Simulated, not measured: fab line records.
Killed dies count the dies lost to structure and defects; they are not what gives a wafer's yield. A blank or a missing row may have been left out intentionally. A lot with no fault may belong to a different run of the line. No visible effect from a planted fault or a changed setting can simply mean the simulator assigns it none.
fab line records	flow nand-harc
record lots=13	wafers=39	last-day=26
route steps=1159 shown P_M2@339 A_START@389 A_ONON_D1@436 END@1159
lots that met no fault: taken from a fault-free run of the same line
start-h: hours from the record's first day to the start of the lot's first wafer shown	wait-h: hours elapsed since this lot's preceding step	" identical to the entry in the row above	L1.1+2: one row covering several wafers at once	- no value, or no start given	* or withheld: withheld	< > ~ a bound
route shown NAME@n: a module of which the file shows steps, and the number in the route of the first	usual: the fault-free wafers' mean and standard deviation	same: alike in all rows	chamber/n: place in a boat	sites: per-site readings	_std_site: standard deviation of those values	_edge_site: outer sites' mean less inner sites'	radius-mm: for every site, how far away it sits from the centre of the wafer	mask NAME#n: copy n	behind: tool/chamber where the wafer was last shaped	hold: reason for holding the lot/hours on hold/outcome of the hold	device: whichever transistor did not switch (one of n, p or np)	end of line: the same wafers' tests at the end of the route	for a step that has no rows: nothing shown but its recipe	killed: the dies lost at the first sort to structure and to defects; this is not the yield of the wafer	map: per-die view of a wafer (x killed, . not killed, _ where there is no die)
set.NAME: the setting that was run; set.NAME@STEP: the one run at that earlier step	model.NAME: the simulator's own value behind a step, which no gauge read
the route's steps for a sample of lots (tables are steps, rows are wafers)
services: the hour from which a tool's chamber was out of use, counted from the record's first day as start-h (under 0 if before that day), plus the number of hours and why
## steps
# step NHARC_P_M2_PRE_CLEAN_30
# recipe time-s=30	temp-c=280	gas=H2/He
# usual heater-power-w=407/35
lot.wafer	tool	chamber	start-h	wait-h	heater-power-w
L630.3	pvd-sputter-02	-	-	-	425
L630.1	"	-	"	"	377
L630.6	"	-	"	"	428
L631.4	pvd-sputter-01	-	-	-	369
L631.3	"	-	"	"	442
L631.5	"	-	"	"	367
L632.1	pvd-sputter-02	-	-	-	381
L632.3	"	-	"	"	323
L632.6	"	-	"	"	388
L633.3	pvd-sputter-02	-	-	-	381
L633.5	"	-	"	"	413
L633.6	"	-	"	"	322
L634.3	pvd-sputter-03	-	-	-	472
L634.1	"	-	"	"	416
L634.5	"	-	"	"	468
L635.4	pvd-sputter-01	-	-	-	444
L635.2	"	-	"	"	391
L635.3	"	-	"	"	362
L636.4	pvd-sputter-03	-	-	-	417
L636.1	"	-	"	"	381
L636.5	"	-	"	"	413
L638.3	pvd-sputter-01	-	-	-	423
L638.6	"	-	"	"	376
L638.5	"	-	"	"	383
L640.3	pvd-sputter-01	-	-	-	366
L640.1	"	-	"	"	381
L640.6	"	-	"	"	391
L644.2	pvd-sputter-03	-	-	-	422
L644.1	"	-	"	"	372
L644.6	"	-	"	"	414
L646.3	pvd-sputter-01	-	-	-	380
L646.1	"	-	"	"	384
L646.6	"	-	"	"	373
L650.1	pvd-sputter-02	-	-	-	343
L650.4	"	-	"	"	409
L650.6	"	-	"	"	426
L649.4	pvd-sputter-01	-	-	-	380
L649.6	"	-	"	"	426
L649.5	"	-	"	"	375
# step NHARC_P_M2_PRE_CLEAN_32
# recipe time-s=12	temp-c=370	rf-power-w=300	gas=NH3
# usual heater-power-w=664/59
lot.wafer	tool	chamber	start-h	wait-h	heater-power-w
L630.1	pecvd-01	0	127.96	0.1	756
L630.3	"	1	"	"	599
L630.6	"	2	"	"	741
L631.3	pecvd-04	2	137.08	0.1	619
L631.4	"	1	"	"	601
L631.5	"	1	"	"	587
L632.1	pecvd-03	2	137.36	0.1	689
L632.3	"	1	"	"	671
L632.6	"	0	"	"	633
L633.3	pecvd-03	2	153.08	0.1	624
L633.5	"	0	"	"	609
L633.6	"	2	"	"	619
L634.3	pecvd-03	2	153.64	0.1	706
L634.1	"	1	"	"	694
L634.5	"	1	"	"	718
L635.2	pecvd-04	2	159.56	0.1	624
L635.3	"	0	"	"	577
L635.4	"	2	"	"	655
L636.1	pecvd-04	0	166.88	0.1	605
L636.4	"	1	"	"	603
L636.5	"	0	"	"	616
L638.3	pecvd-01	0	171.81	0.1	740
L638.5	"	2	"	"	784
L638.6	"	1	"	"	595
L640.3	pecvd-03	1	190.44	0.1	689
L640.1	"	2	"	"	732
L640.6	"	2	"	"	765
L644.1	pecvd-01	2	218.41	0.9	803
L644.2	"	0	"	"	692
L644.6	"	0	"	"	688
L646.1	pecvd-04	0	227.47	0.1	586
L646.3	"	1	"	"	623
L646.6	"	0	"	"	562
L650.1	pecvd-03	2	241.16	0.1	691
L650.4	"	2	"	"	707
L650.6	"	0	"	"	694
L649.6	pecvd-03	0	250.50	0.1	706
L649.5	"	1	"	"	690
L649.4	"	2	"	"	719
# step NHARC_A_START_INSPECT_01
# usual raw-defect-count=3.5/1.8
lot.wafer	tool	chamber	start-h	wait-h	raw-defect-count
L630.1	defect-inspect-01	-	133.03	-	4
L630.3	"	-	"	"	5
L630.6	"	-	"	"	2
L631.3	defect-inspect-01	-	142.24	-	1
L631.4	"	-	"	"	4
L631.5	"	-	"	"	2
L632.1	defect-inspect-02	-	142.63	-	3
L632.3	"	-	"	"	4
L632.6	"	-	"	"	3
L633.3	defect-inspect-01	-	158.05	-	5
L633.5	"	-	"	"	4
L633.6	"	-	"	"	3
L634.1	defect-inspect-02	-	158.71	-	2
L634.3	"	-	"	"	5
L634.5	"	-	"	"	5
L635.2	defect-inspect-02	-	164.77	-	3
L635.3	"	-	"	"	2
L635.4	"	-	"	"	4
L636.1	defect-inspect-01	-	171.89	-	5
L636.4	"	-	"	"	2
L636.5	"	-	"	"	5
L638.3	defect-inspect-02	-	176.77	-	3
L638.5	"	-	"	"	5
L638.6	"	-	"	"	3
L640.1	defect-inspect-02	-	195.37	-	3
L640.3	"	-	"	"	2
L640.6	"	-	"	"	6
L644.1	defect-inspect-01	-	223.36	-	5
L644.2	"	-	"	"	2
L644.6	"	-	"	"	4
L646.1	defect-inspect-02	-	232.51	-	1
L646.3	"	-	"	"	2
L646.6	"	-	"	"	5
L650.1	defect-inspect-01	-	246.50	-	5
L650.4	"	-	"	"	4
L650.6	"	-	"	"	1
L649.4	defect-inspect-02	-	255.46	-	2
L649.5	"	-	"	"	0
L649.6	"	-	"	"	3
# step NHARC_A_ONON_D1_DEP_16
# recipe target-thk-a=10000	n2-flow-sccm=2750	n2o-flow-sccm=2000	nh3-flow-sccm=500	sih4-flow-sccm=210	temp-c=400
lot.wafer	tool	chamber	start-h	wait-h
L630.1+3+6	pecvd-onon-01	0	167.67	0.1
L632.1+3+6	pecvd-onon-01	0	173.01	0.1
L631.3+4+5	pecvd-onon-02	0	173.13	0.2
L634.1+3+5	pecvd-onon-02	0	192.37	0.1
L633.3+5+6	pecvd-onon-01	0	192.48	0.2
L635.2+3+4	pecvd-onon-04	0	197.62	0.1
L638.3+5+6	pecvd-onon-04	0	211.52	0.2
L636.1+4+5	pecvd-onon-02	0	211.75	0.4
L640.1+3+6	pecvd-onon-04	0	229.18	0.1
L644.1+2+6	pecvd-onon-01	0	256.47	0.1
L646.1+3+6	pecvd-onon-01	0	265.11	0.1
L650.1+4+6	pecvd-onon-02	0	279.91	0.1
L649.4+5+6	pecvd-onon-04	0	289.68	0.2
# step NHARC_A_ONON_D1_THK_MEAS_18
# recipe thk-meas-gauge=ellipsometry
# usual thk-nm=1003/11
lot.wafer	tool	chamber	start-h	wait-h	hold	thk-nm
L630.1	film-metro-01	-	168.18	-	-	1020
L630.3	"	-	"	"	-	1019
L630.6	"	-	"	"	-	1019
L632.1	film-metro-01	-	173.52	-	-	1004
L632.3	"	-	"	"	-	1001
L632.6	"	-	"	"	-	1000
L631.3	film-metro-01	-	173.53	-	-	1004
L631.4	"	-	"	"	-	1006
L631.5	"	-	"	"	-	1003
L634.1	film-metro-01	-	192.88	-	-	1000
L634.3	"	-	"	"	-	1003
L634.5	"	-	"	"	-	1002
L633.3	film-metro-01	-	192.91	-	-	1014
L633.5	"	-	"	"	-	1011
L633.6	"	-	"	"	-	1014
L635.2	film-metro-01	-	198.08	-	-	1021
L635.3	"	-	"	"	-	1022
L635.4	"	-	"	"	-	1022
L638.3	film-metro-01	-	211.91	-	-	1001
L638.5	"	-	"	"	-	1001
L638.6	"	-	"	"	-	1000
L636.1	film-metro-01	-	212.25	-	-	997
L636.4	"	-	"	"	-	995
L636.5	"	-	"	"	-	997
L640.1	film-metro-01	-	229.69	-	-	997
L640.3	"	-	"	"	-	996
L640.6	"	-	"	"	-	996
L644.1	film-metro-02	-	256.99	-	await-dispo/0.2h/release	651
L644.2	"	-	"	"	await-dispo/0.2h/release	651
L644.6	"	-	"	"	await-dispo/0.2h/release	650
L644.1	film-metro-02	-	257.16	0.2	-	650
L644.2	"	-	"	"	-	651
L644.6	"	-	"	"	-	649
L646.1	film-metro-01	-	265.62	-	await-dispo/0.2h/release	627
L646.3	"	-	"	"	await-dispo/0.2h/release	629
L646.6	"	-	"	"	await-dispo/0.2h/release	630
L646.1	film-metro-01	-	265.79	0.2	-	629
L646.3	"	-	"	"	-	626
L646.6	"	-	"	"	-	626
L650.1	film-metro-02	-	280.42	-	-	995
L650.4	"	-	"	"	-	995
L650.6	"	-	"	"	-	993
L649.4	film-metro-01	-	290.02	-	-	1015
L649.5	"	-	"	"	-	1014
L649.6	"	-	"	"	-	1015
# step NHARC_END_SORT_01
# recipe temp-c=25
# usual killed-at-array=27/12	killed-at-other=0.9/1.1	killed-at-periphery=3.2/2.4	killed-dies=31/12	killed-open=3.3/1.7	killed-short=2.0/1.6
# same gross-dies=677
lot.wafer	tool	chamber	start-h	wait-h	hold	killed-at-array	killed-at-other	killed-at-periphery	killed-dies	killed-open	killed-short
L632.1	prober-01	0	442.39	2.5	-	10	1	6	17	4	1
L632.3	prober-01	0	444.00	3.1	-	13	2	1	16	3	0
L632.6	prober-01	0	446.42	4.0	-	13	1	2	16	3	4
L630.1	prober-02	0	449.24	2.5	-	33	0	2	35	3	1
L630.3	prober-02	0	450.81	3.1	-	30	1	5	36	3	0
L630.6	prober-02	0	453.17	3.9	-	38	0	5	43	5	2
L631.3	prober-02	0	458.54	3.1	-	26	0	5	31	3	0
L631.4	prober-02	0	459.35	3.4	-	35	1	5	41	4	5
L631.5	prober-02	0	460.15	3.7	-	35	1	1	37	3	2
L634.1	prober-01	0	547.87	2.5	-	18	2	2	22	3	1
L634.3	prober-01	0	549.51	3.1	-	19	1	1	21	0	1
L634.5	prober-01	0	551.15	3.8	-	14	2	1	17	0	2
L633.3	prober-02	0	549.50	3.1	-	19	1	6	26	4	6
L633.5	prober-02	0	551.11	3.7	-	19	0	2	21	3	2
L633.6	prober-02	0	551.92	4.0	-	21	0	3	24	6	3
L635.2	prober-02	0	556.53	2.8	-	9	0	1	10	4	2
L635.3	prober-02	0	557.32	3.1	-	10	0	2	12	0	1
L635.4	prober-02	0	558.12	3.4	-	15	0	1	16	5	3
L638.3	prober-01	0	557.42	3.1	-	20	0	4	24	4	1
L638.5	prober-01	0	559.03	3.7	-	20	1	4	25	4	1
L638.6	prober-01	0	559.83	4.0	-	21	0	5	26	3	1
L636.1	prober-02	0	563.49	2.5	-	11	0	7	18	3	2
L636.4	prober-02	0	565.88	3.4	-	15	2	4	21	4	1
L636.5	prober-02	0	566.68	3.7	-	12	1	10	23	4	1
L640.1	prober-02	0	571.25	2.5	-	51	1	5	57	6	6
L640.3	prober-02	0	572.85	3.1	-	35	1	2	38	1	1
L640.6	prober-02	0	575.24	4.0	-	41	4	9	54	7	3
L644.1	prober-01	0	586.91	2.5	-	670	3	4	677	2	1
L644.2	prober-01	0	587.71	2.8	-	675	2	0	677	2	2
L644.6	prober-01	0	590.90	4.0	-	675	0	2	677	0	1
L646.1	prober-02	0	602.48	2.5	await-dispo/2.6h/scrap	671	3	3	677	4	2
L646.3	prober-02	0	604.07	3.1	await-dispo/2.6h/scrap	674	1	2	677	4	0
L646.6	prober-02	0	606.46	4.0	await-dispo/2.6h/scrap	673	1	3	677	3	2
L650.1	prober-01	0	602.49	2.5	-	23	0	0	23	5	2
L650.4	prober-01	0	604.91	3.4	-	21	0	2	23	5	5
L650.6	prober-01	0	606.52	4.0	-	19	0	1	20	5	0
L649.4	prober-01	0	628.28	3.3	-	32	0	3	35	5	3
L649.5	prober-01	0	629.05	3.6	-	21	1	0	22	4	1
L649.6	prober-01	0	629.83	3.9	-	30	2	0	32	2	4
# killed by level:class
L632.1 P_STI:chamber-film-flake=3 A_CONTACT:chamber-film-flake=3 P_CONTACT:geometric-particle:open=2 A_SLIT:chamber-film-flake=2 P_M0:geometric-particle:open=1 A_ONON_D1:geometric-particle:short=1 A_M0:geometric-particle:open=1 A_ZERO_WELL:chamber-film-flake=1
L632.3 A_CONTACT:chamber-film-flake=5 A_CHANNEL_HOLE_D1:chamber-film-flake=3 HYBRID_BOND:chamber-film-flake=2 A_SGD_CUT:geometric-particle:open=1 A_WL_FILL:geometric-particle:open=1 A_BLC:geometric-particle:open=1 P_STI:chamber-film-flake=1 A_ZERO_WELL:chamber-film-flake=1
L632.6 A_CONTACT:chamber-film-flake=5 A_CHANNEL_FILL_D1:geometric-particle:short=3 P_CONTACT:geometric-particle:open=1 A_ONON_D1:geometric-particle:short=1 A_WL_FILL:geometric-particle:open=1 A_M1:geometric-particle:open=1 P_STI:chamber-film-flake=1 A_CHANNEL_HOLE_D1:chamber-film-flake=1
L630.1 A_CHANNEL_HOLE_D1:chamber-film-flake=14 A_STAIRCASE:chamber-film-flake=8 A_ZERO_WELL:chamber-film-flake=2 A_SGD_CUT:chamber-film-flake=2 A_WL_FILL:chamber-film-flake=2 P_STI:geometric-particle:open=1 A_WL_FILL:geometric-particle:short=1 A_WL_FILL:geometric-particle:open=1
L630.3 A_CHANNEL_HOLE_D1:chamber-film-flake=14 A_STAIRCASE:chamber-film-flake=5 A_SGD_CUT:chamber-film-flake=4 A_ZERO_WELL:chamber-film-flake=3 P_ZERO_WELL:chamber-film-flake=2 P_BONDPAD:chamber-film-flake=2 A_CONTACT:chamber-film-flake=2 P_M1:geometric-particle:open=1
L630.6 A_CHANNEL_HOLE_D1:chamber-film-flake=11 A_SGD_CUT:chamber-film-flake=7 A_STAIRCASE:chamber-film-flake=6 A_ZERO_WELL:chamber-film-flake=4 A_CONTACT:chamber-film-flake=3 A_CHANNEL_FILL_D1:geometric-particle:short=2 P_BONDPAD:chamber-film-flake=2 P_M0:geometric-particle:open=1
L631.3 A_CHANNEL_HOLE_D1:chamber-film-flake=8 A_CONTACT:chamber-film-flake=8 A_SLIT:chamber-film-flake=7 P_ZERO_WELL:chamber-film-flake=3 A_CONTACT:geometric-particle:open=2 P_M2:geometric-particle:open=1 P_STI:chamber-film-flake=1 A_SGD_CUT:chamber-film-flake=1
L631.4 A_CHANNEL_HOLE_D1:chamber-film-flake=12 A_SLIT:chamber-film-flake=8 A_CONTACT:chamber-film-flake=8 A_CONTACT:geometric-particle:short=2 P_STI:chamber-film-flake=2 A_SGD_CUT:chamber-film-flake=2 P_STI:geometric-particle:short=1 P_GATE:geometric-particle:open=1
L631.5 A_SLIT:chamber-film-flake=10 A_CHANNEL_HOLE_D1:chamber-film-flake=9 A_CONTACT:chamber-film-flake=8 A_WL_FILL:geometric-particle:short=2 A_STAIRCASE:chamber-film-flake=2 P_CONTACT:geometric-particle:open=1 A_CHANNEL_HOLE_D1:geometric-particle:open=1 A_WL_FILL:geometric-particle:open=1
L634.1 A_SLIT:chamber-film-flake=10 A_CONTACT:chamber-film-flake=5 THIN_TSV:chamber-film-flake=2 P_CONTACT:geometric-particle:open=1 P_M1:geometric-particle:open=1 A_WL_FILL:geometric-particle:open=1 A_WL_FILL:geometric-particle:short=1 A_ZERO_WELL:chamber-film-flake=1
L633.3 A_CHANNEL_HOLE_D1:chamber-film-flake=8 A_CONTACT:chamber-film-flake=4 A_CHANNEL_FILL_D1:geometric-particle:short=2 P_CONTACT:chamber-film-flake=2 P_CONTACT:geometric-particle:open=1 P_M0:geometric-particle:short=1 P_M0:geometric-particle:open=1 A_ONON_D1:geometric-particle:short=1
L634.3 A_SLIT:chamber-film-flake=12 A_CHANNEL_HOLE_D1:chamber-film-flake=2 A_STAIRCASE:chamber-film-flake=2 A_CONTACT:chamber-film-flake=2 A_CHANNEL_FILL_D1:geometric-particle:short=1 P_GATE:chamber-film-flake=1 THIN_TSV:chamber-film-flake=1
L633.5 A_CHANNEL_HOLE_D1:chamber-film-flake=10 A_CONTACT:chamber-film-flake=5 P_CONTACT:geometric-particle:open=1 A_CHANNEL_FILL_D1:geometric-particle:open=1 A_CHANNEL_FILL_D1:geometric-particle:short=1 A_SGD_CUT:geometric-particle:short=1 A_SGD_CUT:geometric-particle:open=1 P_CONTACT:chamber-film-flake=1
L634.5 A_SLIT:chamber-film-flake=8 A_CHANNEL_FILL_D1:chamber-film-flake=3 A_CONTACT:chamber-film-flake=2 THIN_TSV:chamber-film-flake=2 P_GATE:geometric-particle:short=1 A_CHANNEL_FILL_D1:geometric-particle:short=1
L633.6 A_CHANNEL_HOLE_D1:chamber-film-flake=13 A_WL_FILL:geometric-particle:short=2 P_GATE:geometric-particle:open=1 P_M0:geometric-particle:open=1 A_CHANNEL_FILL_D1:geometric-particle:short=1 A_WL_FILL:geometric-particle:open=1 A_CONTACT:geometric-particle:open=1 A_BLC:geometric-particle:open=1
L635.2 A_WL_FILL:geometric-particle:open=2 A_STAIRCASE:chamber-film-flake=2 A_SGD_CUT:geometric-particle:short=1 A_WL_FILL:geometric-particle:short=1 A_CONTACT:geometric-particle:open=1 A_BLC:geometric-particle:open=1 P_GATE:chamber-film-flake=1 A_CHANNEL_HOLE_D1:chamber-film-flake=1
L635.3 A_CONTACT:chamber-film-flake=3 A_ZERO_WELL:chamber-film-flake=2 A_CHANNEL_HOLE_D1:chamber-film-flake=2 A_ONON_D1:geometric-particle:short=1 P_STI:chamber-film-flake=1 P_GATE:chamber-film-flake=1 A_CHANNEL_FILL_D1:chamber-film-flake=1 A_SLIT:chamber-film-flake=1
L638.3 A_CHANNEL_HOLE_D1:chamber-film-flake=12 P_CONTACT:chamber-film-flake=2 A_STAIRCASE:chamber-film-flake=2 P_CONTACT:geometric-particle:open=1 A_SOURCE_PLATE:geometric-particle:open=1 A_CHANNEL_HOLE_D1:geometric-particle:short=1 A_CHANNEL_HOLE_D1:geometric-particle:open=1 A_WL_FILL:geometric-particle:open=1
L635.4 A_CHANNEL_HOLE_D1:chamber-film-flake=4 P_GATE:geometric-particle:open=1 A_ONON_D1:geometric-particle:open=1 A_CHANNEL_HOLE_D1:geometric-particle:open=1 A_CHANNEL_FILL_D1:geometric-particle:short=1 A_STAIRCASE:geometric-particle:short=1 A_WL_FILL:geometric-particle:open=1 A_WL_FILL:geometric-particle:short=1
L638.5 A_CHANNEL_HOLE_D1:chamber-film-flake=13 A_WL_FILL:chamber-film-flake=3 P_M1:chamber-film-flake=2 P_CONTACT:geometric-particle:open=1 A_SOURCE_PLATE:geometric-particle:open=1 A_SGD_CUT:geometric-particle:open=1 A_WL_FILL:geometric-particle:short=1 P_CONTACT:chamber-film-flake=1
L638.6 A_CHANNEL_HOLE_D1:chamber-film-flake=14 P_M1:chamber-film-flake=4 P_CONTACT:geometric-particle:open=1 A_CONTACT:geometric-particle:open=1 A_M0:geometric-particle:short=1 A_M1:geometric-particle:open=1 A_STAIRCASE:chamber-film-flake=1 A_SGD_CUT:chamber-film-flake=1
L636.1 P_CONTACT:chamber-film-flake=3 P_M1:chamber-film-flake=3 A_CHANNEL_HOLE_D1:chamber-film-flake=3 A_STAIRCASE:chamber-film-flake=2 A_CONTACT:chamber-film-flake=2 P_M1:geometric-particle:open=1 A_SOURCE_PLATE:geometric-particle:open=1 A_WL_FILL:geometric-particle:short=1
L636.4 A_CONTACT:chamber-film-flake=4 A_CHANNEL_HOLE_D1:chamber-film-flake=3 A_M0:geometric-particle:open=2 P_M1:chamber-film-flake=2 A_CHANNEL_FILL_D1:chamber-film-flake=2 THIN_TSV:chamber-film-flake=2 P_M0:geometric-particle:open=1 A_WL_FILL:geometric-particle:short=1
L636.5 A_CHANNEL_HOLE_D1:chamber-film-flake=4 P_STI:chamber-film-flake=3 P_CONTACT:chamber-film-flake=3 A_CONTACT:chamber-film-flake=3 P_M1:chamber-film-flake=2 P_M0:geometric-particle:open=1 A_SOURCE_PLATE:geometric-particle:open=1 A_CHANNEL_HOLE_D1:geometric-particle:short=1
L640.1 A_CHANNEL_HOLE_D1:chamber-film-flake=18 A_SLIT:chamber-film-flake=16 P_ZERO_WELL:chamber-film-flake=3 A_WL_FILL:chamber-film-flake=3 P_CONTACT:geometric-particle:open=2 A_ONON_D1:geometric-particle:short=2 A_WL_FILL:geometric-particle:short=2 A_STAIRCASE:chamber-film-flake=2
L640.3 A_CHANNEL_HOLE_D1:chamber-film-flake=19 A_SLIT:chamber-film-flake=10 A_CONTACT:chamber-film-flake=5 P_GATE:geometric-particle:open=1 A_CHANNEL_FILL_D1:geometric-particle:short=1 P_ZERO_WELL:chamber-film-flake=1 HYBRID_BOND:chamber-film-flake=1
L640.6 A_CHANNEL_HOLE_D1:chamber-film-flake=14 A_SLIT:chamber-film-flake=12 P_ZERO_WELL:chamber-film-flake=8 A_CONTACT:chamber-film-flake=4 THIN_TSV:chamber-film-flake=4 A_SGD_CUT:geometric-particle:open=2 A_WL_FILL:geometric-particle:open=2 A_STAIRCASE:chamber-film-flake=2
L644.1 A_ONON_D1:area-dep=650 A_SLIT:chamber-film-flake=9 A_CHANNEL_HOLE_D1:chamber-film-flake=6 P_GATE:chamber-film-flake=2 A_CONTACT:chamber-film-flake=2 THIN_TSV:chamber-film-flake=2 P_GATE:geometric-particle:open=1 A_WL_FILL:geometric-particle:open=1
L644.2 A_ONON_D1:area-dep=645 A_SLIT:chamber-film-flake=13 A_CHANNEL_HOLE_D1:chamber-film-flake=9 A_CONTACT:chamber-film-flake=2 THIN_TSV:chamber-film-flake=2 A_ONON_D1:geometric-particle:open=1 A_CHANNEL_HOLE_D1:geometric-particle:short=1 A_SGD_CUT:geometric-particle:short=1
L644.6 A_ONON_D1:area-dep=638 A_SLIT:chamber-film-flake=18 A_CHANNEL_HOLE_D1:chamber-film-flake=12 A_CONTACT:chamber-film-flake=3 A_M0:chamber-film-flake=2 P_M1:geometric-particle:short=1 P_GATE:chamber-film-flake=1 A_STAIRCASE:chamber-film-flake=1
L646.1 A_ONON_D1:area-dep=642 A_SLIT:chamber-film-flake=11 A_CHANNEL_HOLE_D1:chamber-film-flake=6 A_CONTACT:chamber-film-flake=4 A_CONTACT:geometric-particle:open=2 A_STAIRCASE:chamber-film-flake=2 THIN_TSV:chamber-film-flake=2 P_GATE:geometric-particle:open=1
L650.1 A_CHANNEL_HOLE_D1:chamber-film-flake=8 A_STAIRCASE:chamber-film-flake=6 A_CHANNEL_HOLE_D1:geometric-particle:open=2 A_CHANNEL_FILL_D1:geometric-particle:open=1 A_CHANNEL_FILL_D1:geometric-particle:short=1 A_SGD_CUT:geometric-particle:open=1 A_SGD_CUT:geometric-particle:short=1 A_M0:geometric-particle:open=1
L646.3 A_ONON_D1:area-dep=641 A_SLIT:chamber-film-flake=17 A_CHANNEL_HOLE_D1:chamber-film-flake=10 A_CONTACT:chamber-film-flake=2 P_CONTACT:geometric-particle:open=1 P_M0:geometric-particle:open=1 A_CHANNEL_FILL_D1:geometric-particle:open=1 A_CONTACT:geometric-particle:open=1
L650.4 A_CHANNEL_HOLE_D1:chamber-film-flake=6 A_WL_FILL:geometric-particle:short=3 A_STAIRCASE:chamber-film-flake=3 A_WL_FILL:chamber-film-flake=2 A_CONTACT:chamber-film-flake=2 P_CONTACT:geometric-particle:open=1 P_M0:geometric-particle:open=1 A_ONON_D1:geometric-particle:open=1
L646.6 A_ONON_D1:area-dep=647 A_SLIT:chamber-film-flake=10 A_CHANNEL_HOLE_D1:chamber-film-flake=6 A_CONTACT:chamber-film-flake=5 P_M0:geometric-particle:open=1 P_BONDPAD:geometric-particle:open=1 A_ONON_D1:geometric-particle:short=1 A_CONTACT:geometric-particle:open=1
L650.6 A_STAIRCASE:chamber-film-flake=6 A_CHANNEL_HOLE_D1:chamber-film-flake=3 A_CONTACT:geometric-particle:open=2 A_WL_FILL:chamber-film-flake=2 A_CONTACT:chamber-film-flake=2 A_ONON_D1:geometric-particle:open=1 A_CHANNEL_FILL_D1:geometric-particle:open=1 A_SGD_CUT:geometric-particle:open=1
L649.4 A_CONTACT:chamber-film-flake=10 A_CHANNEL_HOLE_D1:chamber-film-flake=9 A_STAIRCASE:chamber-film-flake=6 A_WL_FILL:chamber-film-flake=2 P_CONTACT:geometric-particle:open=1 P_M0:geometric-particle:open=1 P_M0:geometric-particle:short=1 A_CHANNEL_FILL_D1:geometric-particle:short=1
L649.5 A_STAIRCASE:chamber-film-flake=7 A_CHANNEL_HOLE_D1:chamber-film-flake=3 A_CONTACT:chamber-film-flake=3 A_BLC:geometric-particle:open=2 A_WL_FILL:chamber-film-flake=2 A_SLIT:geometric-particle:open=1 A_CONTACT:geometric-particle:short=1 A_M1:geometric-particle:open=1
L649.6 A_CHANNEL_HOLE_D1:chamber-film-flake=11 A_CONTACT:chamber-film-flake=6 A_STAIRCASE:chamber-film-flake=3 A_CHANNEL_FILL_D1:geometric-particle:short=2 A_ZERO_WELL:chamber-film-flake=2 A_WL_FILL:chamber-film-flake=2 THIN_TSV:chamber-film-flake=2 A_ONON_D1:geometric-particle:short=1
## services
tool	chamber	start-h	hours	kind
pecvd-onon-02	-	111.11	13.0	pm
pecvd-03	-	111.20	13.0	pm
pecvd-03	0	111.20	13.0	vent-cycle
pecvd-03	1	111.20	13.0	vent-cycle
pecvd-03	2	111.20	13.0	vent-cycle
pecvd-04	0	123.23	16.0	repair
pecvd-03	0	124.20	-	clean
pecvd-03	1	124.20	-	clean
pecvd-03	2	124.20	-	clean
pecvd-04	-	126.87	0.9	repair
pecvd-04	2	130.30	5.5	repair
pvd-sputter-01	-	158.02	10.0	pm
pvd-sputter-02	-	171.65	6.4	repair
pecvd-04	-	195.00	13.0	pm
pecvd-onon-01	-	195.20	13.0	pm
pecvd-01	-	197.14	2.9	repair
pvd-sputter-02	-	214.00	10.0	pm
pecvd-03	0	221.68	15.8	repair
pecvd-onon-04	-	237.12	13.0	pm
pecvd-01	-	237.40	13.0	pm
pecvd-03	-	269.57	2.2	repair
pvd-sputter-03	-	271.25	5.6	repair
pvd-sputter-03	-	280.02	10.0	pm
pecvd-04	-	282.63	0.8	repair
## key
first-sign step=NHARC_A_ONON_D1_THK_MEAS_18	reading=visit	direction=added
effect step=NHARC_A_ONON_D1_THK_MEAS_18	reading=thk-nm	direction=down	sigmas=34	usual=1003	struck=640
effect step=NHARC_END_SORT_01	reading=killed-at-array	direction=up	sigmas=56	usual=27	struck=673
more-kills-born-at NHARC_A_ONON_D1_DEP_16@pecvd-onon-01=3863
met-at NHARC_A_ONON_D1_DEP_16
struck-lots L644,L646
struck-wafers L644.1,L644.2,L644.6,L646.1,L646.3,L646.6
later-rows-left-out L644.1,L644.2,L644.6,L646.1,L646.3,L646.6
tester-left-out L644,L646
not-acting-at NHARC_P_M2_PRE_CLEAN_30,NHARC_P_M2_PRE_CLEAN_32,NHARC_A_START_INSPECT_01
onset-between 192.48 256.47
fault kind=process-parameter-drift	tool=pecvd-onon-01	chamber=0	onset-h=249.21	steps=NHARC_A_ONON_D1_DEP_16	channel=target-thk-a	offset=*	shape=step	end-h=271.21	acts-in=*	stated=*
# tester-left-out: of these lots the tester's yield and bins aren't shown, on N5 and GAA mostly nor the transistor test; their killed dies are dies lost to structure and defects alone, not to doping, threshold or leakage, so they don't give the yield
# later-rows-left-out: the simulator's readings of these wafers behind a module that went badly wrong aren't trusted and aren't shown, but for the sort
